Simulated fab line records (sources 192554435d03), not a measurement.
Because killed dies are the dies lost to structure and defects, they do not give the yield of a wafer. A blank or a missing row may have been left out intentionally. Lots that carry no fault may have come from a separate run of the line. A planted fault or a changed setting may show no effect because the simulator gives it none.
Which tool was responsible? | flow n5 finfet | 9 lots, 27 wafers sampled, at 7 steps of a route of 1938

WHAT THE GAUGES READ, wafer by wafer
N5_BEOL_M11_CD_MEAS_18: pitch 140 nm, target cd 70 nm. Usual: cd nm at 70.1 nm, with a standard deviation of 0.66.
lot  | measured     | on        | cd nm (nm)     | flag
L715 | day 10 09:51 | cd sem-01 | 69.6 69.7 68.8 |
L719 | day 11 13:15 | cd sem-01 | 70.3 69.9 70.1 |
L720 | day 12 08:40 | cd sem-01 | 69.8 70.0 70.1 |
L721 | day 12 15:28 | cd sem-01 | 70.0 69.9 71.5 |
L723 | day 13 10:11 | cd sem-02 | 70.9 70.8 70.8 |
L724 | day 13 10:41 | cd sem-01 | 70.1 69.0 70.0 |
L729 | day 14 03:43 | cd sem-01 | 70.1 70.3 71.2 |
L733 | day 15 02:28 | cd sem-03 | 71.1 69.9 70.3 |
L736 | day 16 08:26 | cd sem-02 | 70.1 70.3 70.0 |

N5_BEOL_M11_OCD_MEAS_38. Usual: trench depth nm at 148.2 nm, with a standard deviation of 2.8.
lot  | measured     | on     | trench depth nm (nm) | flag
L715 | day 10 12:10 | ocd-01 | 146.4 151.4 152.6    |
L719 | day 11 16:55 | ocd-02 | 144.0 152.0 148.0    |
L720 | day 12 09:41 | ocd-01 | 141.6 145.4 145.7    |
L721 | day 12 16:29 | ocd-01 | 152.3 153.1 154.3    |
L723 | day 13 13:34 | ocd-01 | 145.6 153.0 152.1    |
L724 | day 13 13:30 | ocd-02 | 149.2 150.3 148.3    |
L729 | day 14 05:07 | ocd-02 | 133.5 136.1 135.4    | OFF
L733 | day 15 03:50 | ocd-01 | 133.3 133.3 133.1    | OFF
L736 | day 16 11:27 | ocd-01 | 146.0 151.2 152.3    |

N5_BEOL_M11_THK_MEAS_53: measures by xrf. Usual: M11_THK 142 nm, standard deviation 3.2.
lot  | measured     | on            | M11_THK (nm) | flag
L715 | day 10 14:32 | film metro-01 | 139 146 146  |
L719 | day 11 19:47 | film metro-02 | 141 148 146  |
L720 | day 12 13:12 | film metro-01 | 135 139 141  |
L721 | day 12 20:22 | film metro-02 | 147 148 149  |
L723 | day 13 17:13 | film metro-02 | 141 149 147  |
L724 | day 13 15:55 | film metro-01 | 142 141 140  |
L729 | day 14 07:28 | film metro-02 | 131 130 130  | OFF
L733 | day 15 08:08 | film metro-02 | 127 126 126  | OFF
L736 | day 16 14:11 | film metro-02 | 139 143 147  |

N5_BEOL_M11_RS_MEAS_57: a four-point-probe measurement. Usual: M11_RS 0.152 ohm/sq, standard deviation 0.0035.
lot  | measured     | on            | M11_RS (ohm/sq)   | flag
L715 | day 10 14:40 | film metro-02 | 0.156 0.148 0.149 |
L719 | day 11 19:55 | film metro-01 | 0.155 0.148 0.150 |
L720 | day 12 13:20 | film metro-02 | 0.161 0.156 0.153 |
L721 | day 12 20:30 | film metro-01 | 0.147 0.146 0.144 |
L723 | day 13 17:20 | film metro-01 | 0.154 0.146 0.148 |
L724 | day 13 16:02 | film metro-01 | 0.151 0.151 0.154 |
L729 | day 14 07:35 | film metro-02 | 0.167 0.168 0.169 | OFF
L733 | day 15 08:16 | film metro-01 | 0.171 0.174 0.173 | OFF
L736 | day 16 14:19 | film metro-02 | 0.155 0.150 0.146 |

WHAT TOOL EACH LOT RAN ON (gives the tool, then ch and the chambers of the sampled wafers, and finally the start)
lot  | N5_BEOL_M11_STRIP_36               | N5_BEOL_M11_TRENCH_ETCH_37         | N5_BEOL_M11_ANNEAL_51
L715 | rie diel-02 ch 0,1,2, day 10 11:56 | rie diel-02 ch 0,1,2, day 10 11:59 | rtp anneal-02 ch 0, day 10 13:56
L719 | rie diel-06 ch 0,2,3, day 11 16:42 | rie diel-06 ch 0,2,3, day 11 16:44 | rtp anneal-02 ch 0, day 11 19:11
L720 | rie diel-06 ch 0,1,3, day 12 09:28 | rie diel-06 ch 0,1,3, day 12 09:30 | rtp anneal-01 ch 0, day 12 12:36
L721 | rie diel-02 ch 1,2, day 12 16:16   | rie diel-02 ch 1,2, day 12 16:18   | rtp anneal-02 ch 0, day 12 19:46
L723 | rie diel-06 ch 1,2, day 13 13:20   | rie diel-06 ch 1,2, day 13 13:23   | rtp anneal-02 ch 0, day 13 16:37
L724 | rie diel-05 ch 0,1,2, day 13 13:17 | rie diel-05 ch 0,1,2, day 13 13:19 | rtp anneal-02 ch 0, day 13 15:22
L729 | rie diel-02 ch 1,2, day 14 04:53   | rie diel-02 ch 1,2, day 14 04:56   | rtp anneal-01 ch 0, day 14 06:51
L733 | rie diel-02 ch 2,3, day 15 03:37   | rie diel-02 ch 2,3, day 15 03:39   | rtp anneal-01 ch 0, day 15 07:18
L736 | rie diel-06 ch 2,3, day 16 11:14   | rie diel-06 ch 2,3, day 16 11:16   | rtp anneal-02 ch 0, day 16 13:32
- N5_BEOL_M11_STRIP_36: strips in N2/H2.
- N5_BEOL_M11_TRENCH_ETCH_37: etches SiCOH lowk in C4F6/O2, target depth 148.83 nm, time 48 s.
- N5_BEOL_M11_ANNEAL_51: time 90 s.

WHAT THE TOOLS THEMSELVES READ (means of the sampled wafers that have a number; where no wafer has one, the mark that the record gives instead)
N5_BEOL_M11_STRIP_36. Usual: drypump motor current A 5.6 A, standard deviation 0.5; oes product au 0.78 a.u., standard deviation 0.089; rf vpp V 59.5 V, standard deviation 1.8; showerhead plenum p Torr 2.60 Torr, standard deviation 0.094; temp c 39.99 C, standard deviation 0.1; throttle valve pct 23.8 %, standard deviation 0.4.
lot  | tool        | drypump motor current A (A) | oes product au (a.u.) | rf vpp V (V) | showerhead plenum p Torr (Torr) | temp c (C) | throttle valve pct (%) | flag
L715 | rie diel-02 | 5.3                         | 0.87                  | 61.7         | 2.68                            | 39.91      | 23.7                   |
L719 | rie diel-06 | 5.8                         | 0.78                  | 61.8         | 2.51                            | 39.99      | 23.6                   |
L720 | rie diel-06 | 6.1                         | 0.75                  | 58.9         | 2.58                            | 39.99      | 23.5                   |
L721 | rie diel-02 | 5.4                         | 0.92                  | 60.8         | 2.70                            | 40.05      | 24.0                   |
L723 | rie diel-06 | 6.1                         | 0.88                  | 59.0         | 2.55                            | 39.96      | 23.5                   |
L724 | rie diel-05 | 5.6                         | 0.74                  | 58.4         | 2.53                            | 39.88      | 24.2                   |
L729 | rie diel-02 | 5.4                         | 0.91                  | 58.1         | 2.70                            | 40.00      | 24.0                   |
L733 | rie diel-02 | 5.2                         | 0.83                  | 58.2         | 2.67                            | 40.02      | 23.3                   |
L736 | rie diel-06 | 6.1                         | 0.80                  | 61.1         | 2.53                            | 39.84      | 23.7                   |

N5_BEOL_M11_TRENCH_ETCH_37. Usual: C4F6_flow_sccm 9.997 sccm, standard deviation 0.026; drypump motor current A 5.6 A, standard deviation 0.5; oes_ar_750_au 0.78 a.u., standard deviation 0.083; oes_o_777_au 0.78 a.u., standard deviation 0.087; oes product au 0.78 a.u., standard deviation 0.088; rf fwd power W 341.5 W, standard deviation 1.4; rf vpp V 669 V, standard deviation 10; showerhead plenum p Torr 2.90 Torr, standard deviation 0.1; throttle valve pct 20.97 %, standard deviation 0.25.
lot  | tool        | C4F6_flow_sccm (sccm) | drypump motor current A (A) | oes_ar_750_au (a.u.) | oes_o_777_au (a.u.) | oes product au (a.u.) | rf fwd power W (W) | rf vpp V (V) | showerhead plenum p Torr (Torr) | throttle valve pct (%) | flag
L715 | rie diel-02 | 9.992                 | 5.3                         | 0.87                 | 0.87                | 0.87                  | 341.0              | 671          | 2.99                            | 21.00                  |
L719 | rie diel-06 | 10.001                | 5.9                         | 0.79                 | 0.80                | 0.79                  | 342.7              | 668          | 2.81                            | 20.81                  |
L720 | rie diel-06 | 9.977                 | 6.1                         | 0.75                 | 0.74                | 0.74                  | 340.8              | 672          | 2.88                            | 20.76                  |
L721 | rie diel-02 | 10.032                | 5.4                         | 0.90                 | 0.91                | 0.93                  | 344.3              | 674          | 3.01                            | 20.93                  |
L723 | rie diel-06 | 9.994                 | 6.1                         | 0.87                 | 0.87                | 0.87                  | 340.9              | 659          | 2.84                            | 20.71                  |
L724 | rie diel-05 | 10.029                | 5.6                         | 0.74                 | 0.74                | 0.74                  | 340.7              | 669          | 2.82                            | 21.16                  |
L729 | rie diel-02 | 9.995                 | 5.4                         | 0.77                 | 0.68                | 0.84                  | 260.3              | 777          | 3.00                            | 20.92                  | OFF
L733 | rie diel-02 | 10.021                | 5.2                         | 0.69                 | 0.59                | 0.76                  | 258.5              | 782          | 3.00                            | 20.88                  | OFF
L736 | rie diel-06 | 9.981                 | 6.1                         | 0.80                 | 0.81                | 0.80                  | 342.8              | 662          | 2.81                            | 20.79                  |

N5_BEOL_M11_ANNEAL_51. Usual: wafer_temp_C_max at 225.9, with a standard deviation of 0.35.
lot  | tool          | wafer_temp_C_max | flag
L715 | rtp anneal-02 | 225.5            |
L719 | rtp anneal-02 | 225.7            |
L720 | rtp anneal-01 | 226.5            |
L721 | rtp anneal-02 | 225.6            |
L723 | rtp anneal-02 | 225.9            |
L724 | rtp anneal-02 | 225.8            |
L729 | rtp anneal-01 | 226.2            |
L733 | rtp anneal-01 | 226.4            |
L736 | rtp anneal-02 | 225.8            |

THE ANSWER, worked out from the rows above alone
Rule: lot off if the mean of its wafers having a number is beyond 3 standard deviations from the usual mean. A lot without any number at a reading at which 4 lots or more have one is off too. Where the step has rows for the other lots, those lots are counted as sound. Order of review: gauges by route order, followed by the tools' own readings, for which a lot's mean as printed above is used. At the first step where some lot is off, the reading lying furthest off is the one used; lots without a number count as furthest.
Off, at N5_BEOL_M11_OCD_MEAS_38 on trench depth nm: L729, L733.
If a tool, at a process step before that reading, ran all the lots that are off and no sound lot after the first of them, it fits. Not tried: the gauges at N5_BEOL_M11_OCD_MEAS_38; whatever is off there is also off at N5_BEOL_M11_THK_MEAS_53, on other tools, and gauge error can't account for it. One fits: rie diel-02 at N5_BEOL_M11_STRIP_36 and N5_BEOL_M11_TRENCH_ETCH_37. At N5_BEOL_M11_STRIP_36 its last sound lot is L721 (day 12 16:16), its first lot that is off L729 (day 14 04:53): a fault that began between those two fits.

WHAT THE SIMULATOR PUT IN
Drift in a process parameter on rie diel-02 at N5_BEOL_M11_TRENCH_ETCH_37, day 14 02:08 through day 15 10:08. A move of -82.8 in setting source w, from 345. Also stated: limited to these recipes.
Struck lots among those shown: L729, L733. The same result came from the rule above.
